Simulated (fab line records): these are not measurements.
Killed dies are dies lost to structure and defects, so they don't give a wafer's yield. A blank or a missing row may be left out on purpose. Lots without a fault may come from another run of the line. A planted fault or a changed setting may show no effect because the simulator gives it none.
What tool caused it?    flow nandHarc    Sampling: 14 lots, 42 wafers, 5 of 1302 route steps

## WHAT THE GAUGES SHOWED, per wafer
NHARC_A_DECK1_JOINT_INSPECT_05.
lot   measured      on                rawDefectCount
L201  day 12 10:31  defectInspect-01  543 304 231
L200  day 12 10:42  defectInspect-02  484 453 298
L202  day 13 06:56  defectInspect-02  371 237 159
L204  day 13 18:40  defectInspect-01  368 313 261
L205  day 14 05:53  defectInspect-02  549 227 171
L207  day 15 03:04  defectInspect-01  419 381 268
L208  day 15 19:03  defectInspect-01  361 538 427
L210  day 16 01:18  defectInspect-02  254 225 264
L214  day 18 09:52  defectInspect-01  337 405 327
L215  day 18 23:17  defectInspect-02  358 353 470
L222  day 21 01:21  defectInspect-01  218 498 420
L220  day 21 01:22  defectInspect-02  422 390 581
L221  day 21 01:27  defectInspect-02  366 494 276
L223  day 21 21:50  defectInspect-01  249 168 321

NHARC_A_ONON_D2_THK_MEAS_21: measures by ellipsometry.
lot   measured      on            thkNm (nm)
L201  day 12 22:19  filmMetro-01  991 993 992
L200  day 12 22:28  filmMetro-02  1000 999 1000
L202  day 13 18:05  filmMetro-01  1007 1006 1007
L204  day 14 07:29  filmMetro-02  1000 1001 1000
L205  day 14 16:47  filmMetro-01  996 995 996
L207  day 15 14:08  filmMetro-02  998 997 997
L208  day 16 05:52  filmMetro-02  988 988 987
L210  day 16 12:05  filmMetro-01  993 994 995
L214  day 18 20:39  filmMetro-01  995 994 993
L215  day 19 10:28  filmMetro-01  974 972 974
L222  day 21 15:24  filmMetro-01  1004 1002 1002
L220  day 21 15:32  filmMetro-02  1002 1002 1002
L221  day 21 15:45  filmMetro-02  990 990 988
L223  day 22 08:34  filmMetro-02  999 1001 999

NHARC_A_ONON_D2_THK_MEAS_27: measures by ellipsometry.
lot   measured      on            thkNm (nm)
L201  day 12 23:28  filmMetro-01  992 991 993
L200  day 12 23:35  filmMetro-02  1007 1008 1007
L202  day 13 19:13  filmMetro-02  984 984 984
L204  day 14 08:37  filmMetro-02  994 996 996
L205  day 14 17:58  filmMetro-02  987 989 987
L207  day 15 15:16  filmMetro-01  1017 1018 1016
L208  day 16 06:59  filmMetro-01  1002 1004 1003
L210  day 16 13:21  filmMetro-01  999 998 997
L214  day 18 21:47  filmMetro-02  938 936 937 937 936 938
L215  day 19 11:37  filmMetro-01  937 938 939 938 937 938
L222  day 21 16:32  filmMetro-01  1006 1004 1005
L220  day 21 16:41  filmMetro-02  997 994 995
L221  day 21 16:54  filmMetro-02  1006 1010 1008
L223  day 22 09:41  filmMetro-01  1019 1018 1018

NHARC_A_ONON_D2_INSPECT_32.
lot   measured      on                rawDefectCount
L201  day 13 00:35  defectInspect-01  668 397 315
L200  day 13 01:06  defectInspect-01  793 650 493
L202  day 13 20:20  defectInspect-02  422 311 224
L204  day 14 09:42  defectInspect-01  475 429 342
L205  day 14 19:07  defectInspect-01  884 357 260
L207  day 15 16:22  defectInspect-01  539 457 345
L208  day 16 08:07  defectInspect-01  460 685 544
L210  day 16 14:35  defectInspect-02  310 269 363
L214  day 19 11:55  defectInspect-01  461 563 432
L215  day 19 14:14  defectInspect-01  501 508 674
L222  day 21 17:43  defectInspect-01  271 646 529
L220  day 21 17:59  defectInspect-02  499 469 706
L221  day 21 18:10  defectInspect-02  465 607 365
L223  day 22 10:47  defectInspect-02  266 193 350

## EACH LOT AND THE TOOL THAT RAN IT (in order: tool; ch and the chambers of the sampled wafers; start)
lot   NHARC_A_ONON_D2_DEP_25
L201  pecvdOnon-02 ch 0, day 12 23:00
L200  pecvdOnon-04 ch 0, day 12 23:08
L202  pecvdOnon-03 ch 0, day 13 18:46
L204  pecvdOnon-03 ch 0, day 14 08:13
L205  pecvdOnon-02 ch 0, day 14 17:25
L207  pecvdOnon-02 ch 0, day 15 14:45
L208  pecvdOnon-04 ch 0, day 16 06:32
L210  pecvdOnon-04 ch 0, day 16 12:50
L214  pecvdOnon-04 ch 0, day 18 21:16
L215  pecvdOnon-04 ch 0, day 19 11:16
L222  pecvdOnon-03 ch 0, day 21 16:08
L220  pecvdOnon-02 ch 0, day 21 16:10
L221  pecvdOnon-03 ch 0, day 21 16:26
L223  pecvdOnon-02 ch 0, day 22 09:10
- NHARC_A_ONON_D2_DEP_25: target thk 1000 nm.

## AS READ BY THE TOOLS THEMSELVES (means over the sampled wafers that have a number; for cases with no such wafer, the mark the record gives instead)
The record holds no such reading with a usual standard deviation.

## THE ANSWER, worked out from the rows above alone
Rule: the lots themselves supply what counts as usual. The widest of any qualifying gaps counts: lots, ordered by their means at a reading, are off when they make up no more than a third of the lots, leave a main group of 4 or more, and stand apart from it by 3 or more times the standard deviation of that group's means. The tables above print the reading to a certain number of digits; a main group whose means all agree to those digits is not used. Also off: a lot with no number at a reading for which 4 or more lots have one. Where the step has rows for the other lots, those lots are counted as sound. After the gauges, taken in route order, come the tools' own readings; for these a lot's mean is taken, as printed above. The first step at which some lot is off is used, and at that step the reading that is off furthest; a lot without a number counts as furthest.
Off: L214, L215 (NHARC_A_ONON_D2_THK_MEAS_27, thkNm). The main group: mean 1001 nm, standard deviation 10.
A tool fits if, at a process step before that reading, it ran every lot that is off, and no sound lot after the first of them. Gauges at NHARC_A_ONON_D2_THK_MEAS_27: tried the same way as those tools. One candidate fits, namely pecvdOnon-04 at NHARC_A_ONON_D2_DEP_25. A fault onset in the window from L210 (day 16 12:50, its last sound lot) to L214 (day 18 21:16, its first lot off) fits.

## WHAT THE SIMULATOR HAD INSERTED
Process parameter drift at NHARC_A_ONON_D2_DEP_25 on pecvdOnon-04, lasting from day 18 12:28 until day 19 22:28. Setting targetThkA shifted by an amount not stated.
Shown lots that were struck: L214, L215. This agrees with what the rule above found.
